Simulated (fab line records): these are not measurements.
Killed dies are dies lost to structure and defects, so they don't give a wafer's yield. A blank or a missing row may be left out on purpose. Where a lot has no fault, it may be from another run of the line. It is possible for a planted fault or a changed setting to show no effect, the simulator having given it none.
The tool behind it: which one? || flow nandHarc || 6 lots with 18 wafers sampled at 2 steps, on a route of 1302 steps

## WHAT THE GAUGES SHOWED, per wafer
NHARC_A_CHANNEL_HOLE_D1_CD_MEAS_10: target cd 100 nm.
{"lot": "L598", "measured": "day 9 12:46", "on": "cdSem-03", "cdNm (nm)": "100.1 100.3 99.9"}
{"lot": "L604", "measured": "day 11 19:22", "on": "cdSem-02", "cdNm (nm)": "100.6 99.9 100.0"}
{"lot": "L607", "measured": "day 12 21:35", "on": "cdSem-02", "cdNm (nm)": "100.0 100.4 100.4"}
{"lot": "L609", "measured": "day 13 20:21", "on": "cdSem-02", "cdNm (nm)": "101.8 101.3 101.0"}
{"lot": "L617", "measured": "day 17 07:53", "on": "cdSem-02", "cdNm (nm)": "99.7 100.0 99.3"}
{"lot": "L619", "measured": "day 18 01:40", "on": "cdSem-01", "cdNm (nm)": "99.9 99.4 99.9"}

## WHICH TOOL RAN EACH LOT (tool, then ch and the chambers of the sampled wafers, then the start)
{"lot": "L598", "NHARC_A_CHANNEL_HOLE_D1_PEB_08": "lithoTrack-01 ch 0, day 9 12:41"}
{"lot": "L604", "NHARC_A_CHANNEL_HOLE_D1_PEB_08": "lithoTrack-04 ch 0, day 11 19:17"}
{"lot": "L607", "NHARC_A_CHANNEL_HOLE_D1_PEB_08": "lithoTrack-04 ch 0, day 12 21:31"}
{"lot": "L609", "NHARC_A_CHANNEL_HOLE_D1_PEB_08": "lithoTrack-01 ch 0, day 13 20:16"}
{"lot": "L617", "NHARC_A_CHANNEL_HOLE_D1_PEB_08": "lithoTrack-01 ch 0, day 17 07:49"}
{"lot": "L619", "NHARC_A_CHANNEL_HOLE_D1_PEB_08": "lithoTrack-01 ch 0, day 18 01:35"}
- NHARC_A_CHANNEL_HOLE_D1_PEB_08: peb time 65 s.

## THE ANSWER, worked out from the rows above alone
Rule: the lots themselves supply what counts as usual. The widest of any qualifying gaps counts: lots, ordered by their means at a reading, are off when they make up no more than a third of the lots, leave a main group of 4 or more, and stand apart from it by 3 or more times the standard deviation of that group's means. A main group whose means are all the same, to the digits that the tables above print for the reading, isn't used. A lot without any number at a reading at which 4 lots or more have one is off too. Any other lot the step has rows for is counted as sound.
Off, at NHARC_A_CHANNEL_HOLE_D1_CD_MEAS_10 on cdNm: L609. The main group: mean 100.0 nm, standard deviation 0.24.
If a tool, at a process step before that reading, ran all the lots that are off and no sound lot after the first of them, it fits. The gauges at NHARC_A_CHANNEL_HOLE_D1_CD_MEAS_10 are tried like those tools. Not one of the candidates tried fits.

## WHAT THE SIMULATOR HAD INSERTED
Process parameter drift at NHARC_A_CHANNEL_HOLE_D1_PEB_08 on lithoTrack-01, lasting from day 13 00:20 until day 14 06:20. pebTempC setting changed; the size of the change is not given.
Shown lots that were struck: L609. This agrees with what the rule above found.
